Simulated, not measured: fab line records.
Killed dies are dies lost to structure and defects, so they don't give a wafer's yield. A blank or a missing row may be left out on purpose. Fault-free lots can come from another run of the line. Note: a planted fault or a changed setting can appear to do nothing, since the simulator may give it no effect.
fab line records	flow n5_finfet	part 1 of 2: steps 1 to 20 of 34
record lots=5	wafers=15	last_day=16
route steps=1938 shown BEOL_M14@1750 BEOL_M15@1773
lots that met no fault: taken from a fault-free run of the same line
start_h: the number of hours between the record's first day and the start of the first shown wafer of the lot	wait_h: hours elapsed since this lot's preceding step	" same as the row above	L1.1+2: several wafers, shown together as one row	- either no value or no given start	* or withheld: withheld	< > ~ a bound
route shown NAME@n: NAME is a module with steps in the file, n the number in the route of the first one	usual: the fault-free wafers' mean and standard deviation	same: alike in all rows	chamber/n: place in a boat	sites: the reading at each site	_std_site: standard deviation of those values	_edge_site: mean of outer sites minus mean of inner sites	radius_mm: how far each site lies from the wafer's centre	mask NAME#n: copy n	behind: tool/chamber where the wafer was last shaped	hold: what put the lot on hold/how long, in hours/how the hold closed	device: the transistor (n, p or np) that didn't switch	end of line: the route-end tests of the same wafers	a step given without rows: its recipe and nothing more	killed: the dies lost at the first sort to structure and to defects; this is not the yield of the wafer	map: shows each die of a wafer: x if killed, . if not, _ if none is there
set.NAME: the run value of the setting; set.NAME@STEP: its run value at that earlier step	model.NAME: the simulator's own value behind a step, which no gauge read
certain route steps with their lots: each step a table, each wafer a row
services: the hour from which a tool's chamber was out of use, counted from the record's first day as start_h (under 0 if before that day), plus the number of hours and why
## steps
# step N5_BEOL_M14_ETCH_67
# recipe chemistry=CF4	target=SiARC	target_depth_a=1430	time_s=238.3	ion_energy_ev=80	pressure_mtorr=40	source_w=545	bias_w=36	Ar_flow_sccm=100	cf4_flow_sccm=100	ends=cleared
# usual drypump_motor_current_A=5.5/0.49	etch_rf_on_time_s=241/8	oes_product_au=0.70/0.058	rf_vpp_V=183.9/0.97	showerhead_plenum_p_Torr=2.13/0.048	throttle_valve_pct=15.57/0.19
lot.wafer	tool	chamber	start_h	wait_h	drypump_motor_current_A	etch_rf_on_time_s	oes_product_au	rf_hours_counter_h	rf_vpp_V	showerhead_plenum_p_Torr	throttle_valve_pct
L077.1	rie_diel-03	3	254.13	0.0	5.5	250	0.77	13	183.8	2.18	15.47
L077.3	"	0	"	"	6.3	248	0.76	28	182.3	2.13	15.75
L077.5	"	1	"	"	5.9	235	0.74	-	183.5	2.07	15.43
L087.2	rie_diel-03	0	326.58	0.0	6.3	247	0.72	57	183.2	2.12	15.80
L087.3	"	3	"	"	5.5	246	0.73	38	184.3	2.17	15.53
L087.4	"	1	"	"	5.9	231	0.72	67	182.2	2.06	15.49
L092.1	rie_diel-05	1	350.89	0.0	5.1	241	0.67	98	184.1	2.15	15.49
L092.3	"	2	"	"	4.8	234	0.59	224	182.6	2.03	15.81
L092.6	"	0	"	"	5.9	234	0.69	-	183.0	2.08	15.79
L094.1	rie_diel-05	1	356.54	0.0	5.1	243	0.66	100	184.4	2.15	15.51
L094.4	"	3	"	"	6.1	254	0.80	6	183.2	2.11	15.46
L094.6	"	1	"	"	5.1	241	0.66	-	184.0	2.15	15.50
L095.1	rie_diel-03	2	365.22	0.0	5.8	239	0.69	113	183.8	2.14	15.38
L095.3	"	0	"	"	6.3	252	0.71	71	182.7	2.11	15.81
L095.6	"	2	"	"	5.8	236	0.69	-	185.2	2.14	15.39
# step N5_BEOL_M14_ETCH_68
# recipe chemistry=N2/H2	target=SOC	mask_material=SiARC	source_w=3000	bias_w=350	temp_c=40	time_s=450	ion_energy_ev=200	pressure_mtorr=30	n2_flow_sccm=200	h2_flow_sccm=200
# usual drypump_motor_current_A=5.6/0.5	oes_product_au=0.83/0.073	rf_vpp_V=523.3/1.9	showerhead_plenum_p_Torr=2.52/0.074	throttle_valve_pct=17.81/0.15
lot.wafer	tool	chamber	start_h	wait_h	drypump_motor_current_A	oes_product_au	rf_hours_counter_h	rf_vpp_V	showerhead_plenum_p_Torr	throttle_valve_pct
L077.1	rie_diel-03	3	254.28	0.1	5.5	0.91	13	525.7	2.63	17.89
L077.3	"	0	"	"	6.3	0.93	29	521.9	2.49	17.84
L077.5	"	1	"	"	5.9	0.88	-	521.6	2.47	17.63
L087.2	rie_diel-03	0	326.72	0.1	6.3	0.88	57	523.0	2.48	17.90
L087.3	"	3	"	"	5.5	0.87	38	524.3	2.62	17.95
L087.4	"	1	"	"	5.9	0.85	67	522.5	2.46	17.68
L092.1	rie_diel-05	1	351.04	0.1	5.1	0.78	98	523.5	2.56	17.67
L092.3	"	2	"	"	4.9	0.69	224	520.8	2.39	17.94
L092.6	"	0	"	"	5.9	0.80	-	522.5	2.44	17.70
L094.1	rie_diel-05	1	356.69	0.1	5.1	0.78	101	523.6	2.56	17.67
L094.4	"	3	"	"	6.1	0.96	6	522.2	2.51	17.76
L094.6	"	1	"	"	5.1	0.78	-	524.8	2.56	17.67
L095.1	rie_diel-03	2	365.37	0.1	5.8	0.81	113	524.0	2.58	17.98
L095.3	"	0	"	"	6.3	0.86	71	521.7	2.48	17.92
L095.6	"	2	"	"	5.8	0.80	-	525.5	2.58	17.98
# step N5_BEOL_M14_STRIP_69
# recipe chemistry=N2/H2	temp_c=40	n2_flow_sccm=200	h2_flow_sccm=200	rf_frequency_hz=6e+07
lot.wafer	tool	chamber	start_h	wait_h
L077.1+3+5	rie_diel-03	3,0,1	254.54	0.1
L087.2+3+4	rie_diel-03	0,3,1	326.99	0.1
L092.1+3+6	rie_diel-05	1,2,0	351.30	0.1
L094.1+4+6	rie_diel-05	1,3,1	356.96	0.1
L095.1+3+6	rie_diel-03	2,0,2	365.63	0.1
# step N5_BEOL_M14_TRENCH_ETCH_34
# recipe chemistry=C4F8/O2/Ar	target=SiO2	target_depth_a=5566.5	mask_material=SOC	he_inner_torr=15	he_outer_torr=30	time_s=126.9	ion_energy_ev=800	pressure_mtorr=20	source_w=1905	bias_w=2040	Ar_flow_sccm=400	C4F8_flow_sccm=16	O2_flow_sccm=12
# usual drypump_motor_current_A=5.6/0.49	oes_ar_750_au=0.82/0.065	oes_product_au=0.82/0.067	rf_vpp_V=2223/48	showerhead_plenum_p_Torr=3.41/0.079	throttle_valve_pct=30.95/0.23
lot.wafer	tool	chamber	start_h	wait_h	drypump_motor_current_A	oes_ar_750_au	oes_product_au	rf_hours_counter_h	rf_vpp_V	showerhead_plenum_p_Torr	throttle_valve_pct
L077.1	rie_diel-03	3	254.55	0.0	5.5	0.90	0.90	13	2257	3.47	30.65
L077.3	"	0	"	"	6.3	0.88	0.89	29	2261	3.41	31.28
L077.5	"	1	"	"	5.9	0.85	0.88	-	2215	3.33	30.67
L087.2	rie_diel-03	0	327.00	0.0	6.3	0.84	0.85	57	2260	3.39	31.30
L087.3	"	3	"	"	5.5	0.86	0.85	38	2256	3.46	30.67
L087.4	"	1	"	"	5.9	0.83	0.85	67	2213	3.32	30.69
L092.1	rie_diel-05	1	351.31	0.0	5.1	0.77	0.77	98	2281	3.44	30.77
L092.3	"	2	"	"	4.8	0.70	0.70	224	2124	3.27	31.03
L092.6	"	0	"	"	5.9	0.80	0.80	-	2196	3.34	31.13
L094.1	rie_diel-05	1	356.97	0.0	5.0	0.77	0.76	101	2280	3.44	30.76
L094.4	"	3	"	"	6.1	0.94	0.93	6	2204	3.38	30.77
L094.6	"	1	"	"	5.1	0.77	0.77	-	2280	3.44	30.75
L095.1	rie_diel-03	2	365.64	0.0	5.8	0.80	0.81	113	2268	3.46	30.99
L095.3	"	0	"	"	6.3	0.82	0.81	71	2261	3.38	31.29
L095.6	"	2	"	"	5.8	0.80	0.80	-	2269	3.46	30.99
# step N5_BEOL_M14_STRIP_70
# recipe chemistry=C4F8/O2/Ar	resist=SiARC	rf_frequency_hz=6e+07
lot.wafer	tool	chamber	start_h	wait_h
L077.1+3+5	rie_diel-03	3,0,1	254.67	0.1
L087.2+3+4	rie_diel-03	0,3,1	327.11	0.1
L092.1+3+6	rie_diel-05	1,2,0	351.43	0.1
L094.1+4+6	rie_diel-05	1,3,1	357.08	0.1
L095.1+3+6	rie_diel-03	2,0,2	365.76	0.1
# step N5_BEOL_M14_OCD_MEAS_35
# usual trench_depth_nm=549/19
lot.wafer	tool	chamber	start_h	wait_h	trench_depth_nm
L077.1	ocd-01	-	254.71	0.0	535
L077.3	"	-	"	"	539
L077.5	"	-	"	"	569
L087.2	ocd-01	-	327.15	0.0	535
L087.3	"	-	"	"	534
L087.4	"	-	"	"	569
L092.1	ocd-02	-	351.46	0.0	545
L092.3	"	-	"	"	570
L092.6	"	-	"	"	557
L094.1	ocd-01	-	357.12	0.0	542
L094.4	"	-	"	"	520
L094.6	"	-	"	"	542
L095.1	ocd-02	-	365.80	0.0	552
L095.3	"	-	"	"	521
L095.6	"	-	"	"	551
# step N5_BEOL_M14_STRIP_37
# recipe chemistry=O2	power_w=600	temp_c=60	pressure_mtorr=30	rf_frequency_hz=6e+07	bias_power_w=0	overash_fraction=0.3	o2_flow_sccm=225
# usual drypump_motor_current_A=5.6/0.51	oes_product_au=0.82/0.078	rf_vpp_V=3.6/0.98	showerhead_plenum_p_Torr=2.08/0.053	throttle_valve_pct=16.71/0.16
lot.wafer	tool	chamber	start_h	wait_h	drypump_motor_current_A	oes_product_au	rf_hours_counter_h	rf_vpp_V	showerhead_plenum_p_Torr	throttle_valve_pct
L077.1	rie_diel-05	0	256.48	1.8	5.8	0.84	74	4.0	2.02	16.64
L077.3	"	1	"	"	5.1	0.83	64	1.7	2.12	16.55
L077.5	"	0	"	"	5.9	0.83	-	3.6	2.02	16.67
L087.2	rie_diel-03	2	328.29	1.1	5.8	0.81	99	3.6	2.14	16.64
L087.3	"	3	"	"	5.5	0.86	38	3.6	2.14	16.66
L087.4	"	1	"	"	5.9	0.84	67	2.6	2.04	16.69
L092.1	rie_diel-05	1	351.77	0.3	5.1	0.76	98	4.2	2.11	16.58
L092.3	"	3	"	"	6.1	0.96	5	3.9	2.07	16.61
L092.6	"	0	"	"	5.9	0.79	-	2.9	2.01	16.73
L094.1	rie_diel-05	0	358.10	1.0	5.9	0.79	105	3.1	2.01	16.71
L094.4	"	3	"	"	6.1	0.96	7	2.1	2.07	16.59
L094.6	"	1	"	"	5.1	0.77	-	4.2	2.11	16.62
L095.1	rie_diel-05	1	367.20	1.4	5.1	0.77	105	2.7	2.11	16.61
L095.3	"	2	"	"	4.8	0.68	230	4.2	2.00	17.01
L095.6	"	3	"	"	6.1	0.94	-	3.0	2.07	16.62
# step N5_BEOL_M14_ETCH_38
# recipe chemistry=CF4/N2	target=SiCN	target_depth_a=1065	taper_deg=2	time_s=120.6	ion_energy_ev=150	mask_material=SiO2	pressure_mtorr=40	source_w=430	bias_w=70	Ar_flow_sccm=100	cf4_flow_sccm=60	n2_flow_sccm=60
# usual drypump_motor_current_A=5.6/0.51	oes_product_au=0.82/0.07	rf_vpp_V=381.6/1.5	showerhead_plenum_p_Torr=2.18/0.052	throttle_valve_pct=15.43/0.17
lot.wafer	tool	chamber	start_h	wait_h	drypump_motor_current_A	oes_product_au	rf_hours_counter_h	rf_vpp_V	showerhead_plenum_p_Torr	throttle_valve_pct
L077.1	rie_diel-05	0	-	-	5.9	0.84	74	380.5	2.15	15.57
L077.3	"	1	"	"	5.0	0.81	64	382.6	2.22	15.25
L077.5	"	0	"	"	5.9	0.84	-	381.3	2.15	15.55
L087.2	rie_diel-03	2	-	-	5.8	0.83	99	383.1	2.22	15.23
L087.3	"	3	"	"	5.5	0.84	38	383.7	2.24	15.38
L087.4	"	1	"	"	5.9	0.84	67	379.8	2.13	15.32
L092.1	rie_diel-05	1	-	-	5.1	0.77	98	382.8	2.21	15.32
L092.3	"	3	"	"	6.1	0.93	5	381.5	2.17	15.28
L092.6	"	0	"	"	5.9	0.80	-	381.3	2.14	15.60
L094.1	rie_diel-05	0	-	-	5.9	0.80	105	381.9	2.14	15.61
L094.4	"	3	"	"	6.1	0.93	7	382.4	2.17	15.29
L094.6	"	1	"	"	5.1	0.77	-	381.0	2.21	15.32
L095.1	rie_diel-05	1	-	-	5.0	0.76	105	382.0	2.21	15.33
L095.3	"	2	"	"	4.8	0.69	230	380.1	2.08	15.65
L095.6	"	3	"	"	6.1	0.93	-	381.0	2.17	15.29
# step N5_BEOL_M14_PRECLEAN_39
# recipe chemistry=residue_remover	time_s=60	temp_c=40
# usual bath_heat_duty_pct=4.6/0.65
lot.wafer	tool	chamber	start_h	wait_h	bath_heat_duty_pct
L077.1	wet_bench-02	0	256.67	-	3.6
L077.3	"	6	"	"	5.0
L077.5	"	7	"	"	2.9
L087.2	wet_bench-05	0	328.48	-	4.9
L087.3	"	3	"	"	4.5
L087.4	"	5	"	"	4.8
L092.1	wet_bench-03	1	351.97	-	5.3
L092.3	"	3	"	"	4.4
L092.6	"	2	"	"	4.4
L094.1	wet_bench-05	7	358.29	-	3.8
L094.4	"	1	"	"	4.5
L094.6	"	4	"	"	4.6
L095.1	wet_bench-02	7	367.39	-	4.0
L095.3	"	6	"	"	5.0
L095.6	"	1	"	"	5.3
# step N5_BEOL_M14_SRD_40
# recipe time_s=30	temp_c=23	rinse_liquid=diw	dry=n2_spin	spin_rpm=1500	dry_time_s=30
# usual bath_heat_duty_pct=3.7/0.57	spin_rpm=1500.2/0.82
lot.wafer	tool	chamber	start_h	wait_h	bath_heat_duty_pct	spin_rpm
L077.1	wet_bench-02	0	256.69	0.0	3.0	1499.8
L077.3	"	6	"	"	3.4	1500.5
L077.5	"	7	"	"	3.3	1501.9
L087.2	wet_bench-05	0	328.50	0.0	3.5	1500.6
L087.3	"	3	"	"	4.0	1500.4
L087.4	"	5	"	"	3.1	1500.1
L092.1	wet_bench-03	1	351.99	0.0	3.6	1499.1
L092.3	"	3	"	"	2.0	1498.7
L092.6	"	2	"	"	3.8	1499.3
L094.1	wet_bench-05	7	358.31	0.0	3.2	1501.6
L094.4	"	1	"	"	3.8	1500.8
L094.6	"	4	"	"	3.7	1501.3
L095.1	wet_bench-02	7	367.41	0.0	2.6	1500.7
L095.3	"	6	"	"	3.3	1499.9
L095.6	"	1	"	"	3.7	1502.2
# step N5_BEOL_M14_DEGAS_41
# recipe ambient=vacuum	temp_c=300	time_s=60
# usual heater_power_w=456/44
lot.wafer	tool	chamber	start_h	wait_h	heater_power_w
L077.1	pvd_sputter-01	-	257.24	0.5	494
L077.3	"	-	"	"	460
L077.5	"	-	"	"	480
L087.2	pvd_sputter-02	-	329.49	1.0	424
L087.3	"	-	"	"	503
L087.4	"	-	"	"	471
L092.1	pvd_sputter-03	-	352.38	0.4	468
L092.3	"	-	"	"	479
L092.6	"	-	"	"	468
L094.1	pvd_sputter-02	-	358.51	0.2	446
L094.4	"	-	"	"	507
L094.6	"	-	"	"	495
L095.1	pvd_sputter-01	-	367.66	0.2	472
L095.3	"	-	"	"	493
L095.6	"	-	"	"	371
# step N5_BEOL_M14_PRE_CLEAN_42
# recipe gas=H2/He	time_s=30	temp_c=300
# usual heater_power_w=457/44
lot.wafer	tool	chamber	start_h	wait_h	heater_power_w
L077.1	pvd_sputter-01	-	257.28	0.0	492
L077.3	"	-	"	"	460
L077.5	"	-	"	"	497
L087.2	pvd_sputter-02	-	329.53	0.0	429
L087.3	"	-	"	"	501
L087.4	"	-	"	"	476
L092.1	pvd_sputter-03	-	352.42	0.0	469
L092.3	"	-	"	"	473
L092.6	"	-	"	"	471
L094.1	pvd_sputter-02	-	358.55	0.0	429
L094.4	"	-	"	"	507
L094.6	"	-	"	"	503
L095.1	pvd_sputter-01	-	367.70	0.0	475
L095.3	"	-	"	"	498
L095.6	"	-	"	"	379
# step N5_BEOL_M14_SPUTTER_43
# recipe material=TaN	target_thk_a=150	temp_c=50	bias_v=168.6	power_w=15000	chamber_pressure_pa=0.12	time_s=24.19
# usual throttle_valve_pct=29.6/0.88
lot.wafer	tool	chamber	start_h	wait_h	throttle_valve_pct
L077.1	pvd_sputter-01	-	257.32	0.0	30.0
L077.3	"	-	"	"	29.4
L077.5	"	-	"	"	29.6
L087.2	pvd_sputter-02	-	329.57	0.0	30.7
L087.3	"	-	"	"	30.4
L087.4	"	-	"	"	29.4
L092.1	pvd_sputter-03	-	352.46	0.0	30.3
L092.3	"	-	"	"	29.5
L092.6	"	-	"	"	30.2
L094.1	pvd_sputter-02	-	358.59	0.0	28.8
L094.4	"	-	"	"	30.3
L094.6	"	-	"	"	30.4
L095.1	pvd_sputter-01	-	367.74	0.0	27.5
L095.3	"	-	"	"	29.8
L095.6	"	-	"	"	30.0
# step N5_BEOL_M14_SPUTTER_44
# recipe material=Ta	target_thk_a=150	temp_c=50	bias_v=80	power_w=15000	chamber_pressure_pa=0.07	time_s=24.19
# usual throttle_valve_pct=29.6/0.88
lot.wafer	tool	chamber	start_h	wait_h	throttle_valve_pct
L077.1	pvd_sputter-01	-	257.40	0.0	29.7
L077.3	"	-	"	"	29.3
L077.5	"	-	"	"	29.8
L087.2	pvd_sputter-02	-	329.65	0.0	30.9
L087.3	"	-	"	"	30.3
L087.4	"	-	"	"	29.5
L092.1	pvd_sputter-03	-	352.54	0.0	30.6
L092.3	"	-	"	"	29.5
L092.6	"	-	"	"	30.2
L094.1	pvd_sputter-02	-	358.67	0.0	28.9
L094.4	"	-	"	"	30.6
L094.6	"	-	"	"	30.6
L095.1	pvd_sputter-01	-	367.82	0.0	27.3
L095.3	"	-	"	"	30.1
L095.6	"	-	"	"	29.8
# step N5_BEOL_M14_SPUTTER_45
# recipe material=Cu	target_thk_a=1000	temp_c=-20	bias_v=60	power_w=26000	chamber_pressure_pa=0.13	time_s=16.67
# usual throttle_valve_pct=29.6/0.88
lot.wafer	tool	chamber	start_h	wait_h	throttle_valve_pct
L077.1	pvd_sputter-01	-	257.48	0.0	29.5
L077.3	"	-	"	"	29.2
L077.5	"	-	"	"	30.1
L087.2	pvd_sputter-02	-	329.73	0.0	30.8
L087.3	"	-	"	"	30.6
L087.4	"	-	"	"	29.2
L092.1	pvd_sputter-03	-	352.62	0.0	30.4
L092.3	"	-	"	"	29.8
L092.6	"	-	"	"	30.3
L094.1	pvd_sputter-02	-	358.75	0.0	29.2
L094.4	"	-	"	"	30.6
L094.6	"	-	"	"	30.5
L095.1	pvd_sputter-01	-	367.90	0.0	27.4
L095.3	"	-	"	"	29.8
L095.6	"	-	"	"	29.6
# step N5_BEOL_M14_ECD_47
# recipe material=Cu	target_thk_a=12480
lot.wafer	tool	chamber	start_h	wait_h
L077.1+3+5	ecd_cu-01	0,1,0	257.60	0.1
L087.2+3+4	ecd_cu-02	1,1,0	329.85	0.1
L092.1+3+6	ecd_cu-02	0,0,1	352.74	0.1
L094.1+4+6	ecd_cu-01	0,1,1	358.86	0.1
L095.1+3+6	ecd_cu-02	1	368.02	0.1
# step N5_BEOL_M14_ANNEAL_48
# recipe temp_c=225	time_s=90	ambient=N2
# usual wafer_temp_C_max=226.0/0.43
lot.wafer	tool	chamber	start_h	wait_h	wafer_temp_C_max
L077.1	rtp_anneal-02	0	257.79	0.1	225.9
L077.3	"	0	"	"	225.8
L077.5	"	0	"	"	225.7
L087.2	rtp_anneal-01	0	330.38	0.5	226.1
L087.3	"	0	"	"	227.1
L087.4	"	0	"	"	226.2
L092.1	rtp_anneal-01	0	352.93	0.1	226.1
L092.3	"	0	"	"	226.6
L092.6	"	0	"	"	225.9
L094.1	rtp_anneal-01	0	359.05	0.1	226.2
L094.4	"	0	"	"	226.4
L094.6	"	0	"	"	226.0
L095.1	rtp_anneal-01	0	368.21	0.1	226.8
L095.3	"	0	"	"	226.4
L095.6	"	0	"	"	226.7
# step N5_BEOL_M14_CMP_49
# recipe stop_on=SiO2	t_overpolish_s=5.2	down_force_psi=2	platen_rpm=80	clearing_platen_down_force_psi=2	clearing_platen_rpm=80	post_cmp_clean=cu_alkaline	target_thk_nm=560	clearing_platen_pad_velocity_m_s=1.5917	pad_velocity_m_s=1.5917
# usual barrier_field_endpoint_s=11.4/0.39	motor_current_A=8.2/0.81	overpolish_run_s=5.199/0.0083	platen_rpm=80.00/0.05	time_to_endpoint_s=123/6.9
lot.wafer	tool	chamber	start_h	wait_h	barrier_field_endpoint_s	motor_current_A	overpolish_run_s	platen_rpm	time_to_endpoint_s
L077.1	cmp-01	3	258.08	0.3	12.3	8.4	5.207	79.97	133
L077.3	"	2	"	"	11.5	8.9	5.212	80.05	119
L077.5	"	3	"	"	12.2	8.5	5.193	80.12	136
L087.3	cmp-04	1	330.64	0.2	11.4	8.5	5.203	80.05	123
L087.4	"	2	"	"	11.5	7.0	5.209	79.95	127
L087.2	"	0	"	"	11.5	8.0	5.218	80.00	127
L092.3	cmp-01	0	353.23	0.2	11.0	8.2	5.203	79.94	112
L092.1	"	2	"	"	10.9	9.2	5.195	80.09	117
L092.6	"	0	"	"	10.5	8.3	5.215	80.02	108
L094.4	cmp-01	3	359.43	0.2	11.7	8.1	5.202	79.88	129
L094.1	"	0	"	"	11.0	9.0	5.198	80.00	116
L094.6	"	2	"	"	10.7	8.7	5.203	79.88	112
L095.3	cmp-04	2	368.62	0.3	11.2	7.5	5.201	80.00	124
L095.1	"	0	"	"	11.6	7.8	5.203	80.03	129
L095.6	"	1	"	"	11.4	8.5	5.193	80.04	123
# step N5_BEOL_M14_THK_MEAS_50
# recipe thk_meas_gauge=xrf	reads=Cu_of_BEOL_M14_ECD_47
# usual M14_THK=568/20
lot.wafer	tool	chamber	start_h	wait_h	M14_THK[nm]
L077.1	film_metro-02	-	258.38	-	557
L077.3	"	-	"	"	559
L077.5	"	-	"	"	597
L087.2	film_metro-02	-	330.94	-	552
L087.3	"	-	"	"	549
L087.4	"	-	"	"	584
L092.1	film_metro-01	-	353.52	-	568
L092.3	"	-	"	"	593
L092.6	"	-	"	"	577
L094.1	film_metro-02	-	359.65	-	558
L094.4	"	-	"	"	542
L094.6	"	-	"	"	560
L095.1	film_metro-02	-	368.88	-	568
L095.3	"	-	"	"	535
L095.6	"	-	"	"	571
# step N5_BEOL_M14_PRE_CLEAN_52
# recipe gas=NH3	time_s=15	temp_c=withheld	rf_power_w=300
lot.wafer	tool	chamber	start_h	wait_h
L077.1+3+5	pecvd-02	1,0,1	258.42	0.0
L087.2+3+4	pecvd-01	0,2,1	330.97	0.0
L092.1+3+6	pecvd-01	1,0,0	353.56	0.0
L094.1+4+6	pecvd-02	1,0,1	359.68	0.0
L095.1+3+6	pecvd-02	0	368.92	0.0
